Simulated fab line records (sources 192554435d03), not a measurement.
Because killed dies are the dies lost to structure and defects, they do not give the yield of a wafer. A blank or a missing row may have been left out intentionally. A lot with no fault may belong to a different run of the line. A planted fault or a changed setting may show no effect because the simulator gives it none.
3 desks, one fault | flow n5_finfet | only its own numbers are on each desk; what lay behind them is given at the end

FROM THE METROLOGY DESK
What the gauges read, lot by lot, whatever tool the lot ran on: means of the sampled wafers that have a number. The brackets show how far a lot's mean lies from the usual mean; more than 4 standard deviations puts the lot out of limits, marked OUT.
Columns: A = cd_nm at N5_BEOL_M10_CD_MEAS_28, usual 71.0 nm; B = V9_OVL at N5_BEOL_M10_OVL_MEAS_29, usual 0.6 nm
lot  | first seen here | A    | B
L855 | day 10 08:11    | 70.8 | 1.9
L853 | day 10 11:19    | 70.2 | 1.1
L866 | day 14 06:03    | 70.8 | 1.9
L868 | day 15 00:02    | 70.8 | 1.2
L869 | day 15 08:35    | 72.8 | 0.1
L870 | day 15 08:46    | 71.6 | 0.1
L876 | day 16 11:58    | 70.1 | 0.9
This desk's finding: nothing out of limits on any of the 7 lots.

THE TOOL OWNER'S DESK: rie_diel-01
The tool's own readings at N5_BEOL_M10_ETCH_66 (etches SOC in N2/H2, target depth 120 nm, overetch 24 nm, time 180 s): means of the sampled wafers that have a number, for each lot that ran on this tool. The brackets show how far a lot's mean lies from the usual mean; more than 4 standard deviations puts the lot out of limits, marked OUT.
Columns: A = drypump_motor_current_A at N5_BEOL_M10_ETCH_66, usual 5.6 A; B = oes_product_au at N5_BEOL_M10_ETCH_66, usual 0.64 a.u.; C = rf_vpp_V at N5_BEOL_M10_ETCH_66, usual 524.2 V; D = run_length_s at N5_BEOL_M10_ETCH_66, usual 203.3 s; E = showerhead_plenum_p_Torr at N5_BEOL_M10_ETCH_66, usual 2.55 Torr; F = throttle_valve_pct at N5_BEOL_M10_ETCH_66, usual 17.7 %
lot  | first seen here | A   | B    | C     | D               | E    | F
L855 | day 10 08:21    | 5.8 | 0.67 | 525.8 | 203.2           | 2.60 | 17.6
L866 | day 14 06:13    | 5.7 | 0.77 | 525.2 | 189.6 (-30) OUT | 2.59 | 17.5
L868 | day 15 00:13    | 5.8 | 0.81 | 526.4 | 182.8 (-44) OUT | 2.65 | 17.5
L869 | day 15 08:46    | 5.8 | 0.89 | 527.1 | 162.6 (-88) OUT | 2.64 | 17.5
This desk finds L866, L868, L869 out of limits, L866 being first, at day 14 06:13 (run_length_s at N5_BEOL_M10_ETCH_66). L855 stayed within limits.

THE DEFECT DESK
Lot by lot, what the route's inspections counted, given as the mean of those sampled wafers with a number. The brackets show how far a lot's mean lies from the usual mean; more than 4 standard deviations puts the lot out of limits, marked OUT.
Columns: A = raw_defect_count at N5_BEOL_M10_INSPECT_30, usual 396
lot  | first seen here | A
L855 | day 10 08:14    | 399
L853 | day 10 11:23    | 479
L866 | day 14 06:06    | 250
L868 | day 15 00:05    | 400
L869 | day 15 08:38    | 545
L870 | day 15 08:50    | 311
L876 | day 16 12:01    | 306
This desk's finding: nothing out of limits on any of the 7 lots.

ALL TOGETHER
The tool owner's desk could have raised an alarm at day 14 06:13, on L866, L868, L869.
Metrology desk: nothing out of limits seen.
Nothing the defect desk looked at was out of limits.
The metrology desk holds a record of L866, L868, L869, inside its limits.
The defect desk has L866, L868, L869 on record, within its limits.
The lots listed all ran N5_BEOL_M10_ETCH_66 on rie_diel-01.

WHAT THE SIMULATOR HAD INSERTED
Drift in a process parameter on rie_diel-01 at N5_BEOL_M10_ETCH_66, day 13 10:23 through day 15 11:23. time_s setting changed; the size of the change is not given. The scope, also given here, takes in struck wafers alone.
Shown lots that were struck: L866, L868, L869.
Time in hours from fault onset to the first out-of-limits reading at each desk: the tool owner's desk, 20.
